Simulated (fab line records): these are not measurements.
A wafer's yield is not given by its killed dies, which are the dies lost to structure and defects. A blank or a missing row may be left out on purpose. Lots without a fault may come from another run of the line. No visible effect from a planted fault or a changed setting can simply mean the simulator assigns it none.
Struck lot and sound lot, side by side | flow n5Finfet | 19 steps out of a route of 1938
Sound: the wafers L132.2, L132.3, L132.6. Wafers L136.2, L136.4, L136.6 were the ones struck. The cause is named last.
At each step with rows: each side's tool, then ch and its chambers, then its first start. Under that, the readings that differ: sound wafers | struck wafers | difference of the means | sigmas: that difference in standard deviations of wafers without a fault.
alike: same words and numbers on both sides, and readings whose means sit less than 2 such deviations apart. not compared: any withheld reading, any reading some wafer has no value for, any bound like >300 that may hide the same value, and any number with overlapping values for which the record gives no deviation.
A row with sigmas, a row that says differs or no value, or rows on one side alone: a step with any of these is where the two part. Numbers that have no deviation but don't overlap get no sigmas and don't part them. Lack of a reading on every wafer of one side parts them only where that side has two or more wafers.

first, 2 steps without rows for these wafers: N5_BEOL_M4_STRIP_65 (strips in N2/H2); N5_BEOL_M4_STRIP_75 (strips in N2/H2).
N5_BEOL_M4_STRIP_66: strips in CF4.
  sound on rieDiel-01 ch 0,1, day 8 16:23; struck on rieDiel-01 ch 1,3, day 9 21:10
  alike: drypumpMotorCurrentA, oesProductAu, rfVppV, showerheadPlenumPTorr, throttleValvePct
  not compared: rfHoursCounterH
N5_BEOL_M4_HM_OPEN_17: chemistry Cl2/BCl3, target TiN, target depth 20 nm, overetch 6 nm.
  sound on rieMetal-02 ch 0, day 8 16:25; struck on rieMetal-03 ch 0,1, day 9 21:13
reading              | sound             | struck            | difference | sigmas
oesProductAu (a.u.)  | 0.80 0.80 0.80    | 0.61 0.62 0.62    | -0.18      | -3
throttleValvePct (%) | 21.83 21.83 21.84 | 22.09 22.14 22.15 | +0.29      | +2
  alike: drypumpMotorCurrentA
  not compared: rfHoursCounterH
N5_BEOL_M4_STRIP_19: strips in O2.
  sound on rieDiel-01 ch 0,1,3, day 8 16:48; struck on rieDiel-02 ch 1,2,3, day 9 21:20
  alike: drypumpMotorCurrentA, oesProductAu, rfVppV, showerheadPlenumPTorr, throttleValvePct
  not compared: rfHoursCounterH
N5_BEOL_M4_CD_MEAS_18: pitch 36 nm, target cd 18 nm.
  sound on cdSem-01, day 8 16:52; struck on cdSem-01, day 9 21:24
  alike: cdNm
then, 6 steps without rows for these wafers: N5_BEOL_M4_COAT_67 (time 60 s, resist thk 60 nm); N5_BEOL_M4_COAT_68 (time 60 s, resist thk 12 nm); N5_BEOL_M4_COAT_76 (time 60 s, resist thk 5 nm); N5_BEOL_M4_COAT_22 (resist thk 30 nm); N5_BEOL_M4_EBR_24; N5_BEOL_M4_SOFTBAKE_23 (time 60 s).
N5_BEOL_M4_EXPOSE_25: exposes mask V3, defocus 5 nm.
  sound on euvScanner-02 ch 0, day 8 17:11; struck on euvScanner-02 ch 0, day 9 21:42
reading           | sound             | struck            | difference | sigmas
exposureDoseMJCm2 | 62.84 62.81 62.82 | 67.01 66.98 66.94 | +4.15      | +80
  alike: mask, reticleTempC
then, 2 steps without rows for these wafers: N5_BEOL_M4_PEB_26 (peb time 60 s); N5_BEOL_M4_DEVELOP_27 (develop time 30 s).
N5_BEOL_M4_CD_MEAS_28: target cd 26.2 nm, target cd y 24.1 nm.
  sound on cdSem-03 ch 0, day 8 17:19; struck on cdSem-02 ch 0, day 9 21:50
reading   | sound             | struck            | difference | sigmas
cdNm (nm) | 26.54 25.77 26.05 | 27.56 27.17 27.25 | +1.21      | +5
N5_BEOL_M4_OVL_MEAS_29:
  sound on overlay-01 ch 0, day 8 17:21; struck on overlay-02 ch 0, day 9 21:53
  alike: V3_OVL
N5_BEOL_M4_RC_MEAS_101:
  sound on prober-01 ch 0, day 9 03:29; struck on prober-01 ch 0, day 10 11:22
  alike: DIBL_N, DIBL_P, IOFF_N, IOFF_P, ION_N, ION_P, SS_N, SS_P, VT_N, VT_P
N5_PASSIVATION_PROBE_49:
  sound wafers here have rows in the record (prober-02, day 13 07:11); struck ones have none

## WHERE THEY PART
Earliest at N5_BEOL_M4_HM_OPEN_17; latest, in this record, at N5_PASSIVATION_PROBE_49.

WHY: what the simulator had put in
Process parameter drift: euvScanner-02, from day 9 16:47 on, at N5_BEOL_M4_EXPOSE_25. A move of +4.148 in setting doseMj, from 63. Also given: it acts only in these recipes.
